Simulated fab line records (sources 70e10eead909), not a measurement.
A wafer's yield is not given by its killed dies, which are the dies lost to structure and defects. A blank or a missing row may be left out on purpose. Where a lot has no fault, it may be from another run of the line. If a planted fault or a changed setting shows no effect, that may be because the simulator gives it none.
A struck lot beside a sound one | flow nandHarc | 14 out of 1159 route steps
Sound: the wafers L674.4, L674.5, L674.6. Wafers struck: L665.1, L665.2, L665.6. The cause is given at the end.
Order at every step that has rows: each side's tool, ch and its chambers, its first start. Under that, the readings that differ: sound wafers | struck wafers | difference of the means | sigmas: that difference in standard deviations of wafers without a fault.
alike: readings whose means differ by less than 2 such deviations, and words and numbers that are the same on both sides. not compared: withheld readings, readings that some wafer has no value for, bounds like >300 that may hide the same value, and numbers for which the record gives no deviation and whose values overlap.
The two part at a step that has a row with sigmas, a row that says differs or no value, or rows on one side only. When numbers do not overlap yet have no deviation, they are printed without sigmas and do not part them. Lack of a reading on every wafer of one side parts them only where that side has two or more wafers.

NHARC_A_WL_FILL_STRIP_27: strips in N2/H2, time 20 s.
  sound on plasmaAsher-01 ch 0,1, day 19 06:25; struck on plasmaAsher-01 ch 0,1, day 16 00:08
  alike: drypumpMotorCurrentA, heaterPowerW
  not compared: rfHoursCounterH
then, 4 steps without rows for these wafers: NHARC_A_WL_FILL_STRIP_28 (strips in post etch residue remover, time 1200 s); NHARC_A_WL_FILL_PRECLEAN_06 (cleans in DIW, time 300 s); NHARC_A_WL_FILL_SRD_07; NHARC_A_WL_FILL_ANNEAL_08 (time 1800 s).
NHARC_A_WL_FILL_ALD_10: deposits SiO2, target thk 50 nm, pulse time 10 s, ald cycles 500.
  sound on aldHk-04 ch 0,2,3, day 19 11:29; struck on aldHk-04 ch 0,1, day 16 03:37
  alike: heaterPowerW, precursorPulseHeightRel
NHARC_A_WL_FILL_ETCHBACK_16: etches the open film in C4F8/O2/Ar, target depth 88 nm, time 17.6 s.
  sound: rieDiel-09 ch 0,2,3; struck: rieDiel-09 ch 1,2
  alike: chamberPressureMTorr, oesProductAu, rfVppV
  not compared: rfHoursCounterH
then, 1 step without rows for these wafers: NHARC_A_WL_FILL_STRIP_29 (strips in O2, time 20 s).
NHARC_A_WL_FILL_ETCHBACK_17: etches the open film in Cl2/BCl3, target depth 4 nm, time 26.7 s.
  sound on rieMetal-03 ch 0,1, day 19 14:49; struck on rieMetal-01 ch 0,1, day 16 08:27
  alike: chamberPressureMTorr, drypumpMotorCurrentA, heBacksideLeakSccm, oesProductAu
  not compared: rfHoursCounterH
then, 2 steps without rows for these wafers: NHARC_A_WL_FILL_PRECLEAN_18 (cleans in dHF, time 30 s); NHARC_A_WL_FILL_SRD_21.
NHARC_A_WL_FILL_CVD_23: deposits poly-Si, target thk 40 nm, time 800 s.
  sound on lpcvdPoly-02 ch 0, day 19 17:36; struck on lpcvdPoly-01 ch 0, day 17 16:16
NHARC_A_WL_FILL_ETCHBACK_26: etches the open film in HBr, target depth 52 nm, time 13.3 s.
  sound on rieSi-01 ch 2,3, day 19 20:10; struck on rieSi-04 ch 0,1,3, day 17 18:52
  alike: chamberPressureMTorr, drypumpMotorCurrentA, heBacksideLeakSccm, oesProductAu, throttleValvePct
  not compared: rfHoursCounterH
-- jump in the record: it breaks off in module A_WL_FILL and resumes in module END (first step shown: number 1159 of the route), and 4 days separate the struck wafers' starts before and after --
NHARC_END_SORT_01:
  sound on prober-01 ch 0, day 23 12:48; struck on prober-02 ch 0, day 21 21:26
reading       | sound    | struck   | difference | sigmas
killedAtArray | 37 52 53 | 14 16 17 | -32        | -3
killedDies    | 40 53 55 | 18 22 25 | -28        | -3
  alike: killedAtOther, killedAtPeriphery, killedOpen, killedShort

WHERE THEY PART
Within this record, at NHARC_END_SORT_01 only.

WHY: whatever the simulator had introduced
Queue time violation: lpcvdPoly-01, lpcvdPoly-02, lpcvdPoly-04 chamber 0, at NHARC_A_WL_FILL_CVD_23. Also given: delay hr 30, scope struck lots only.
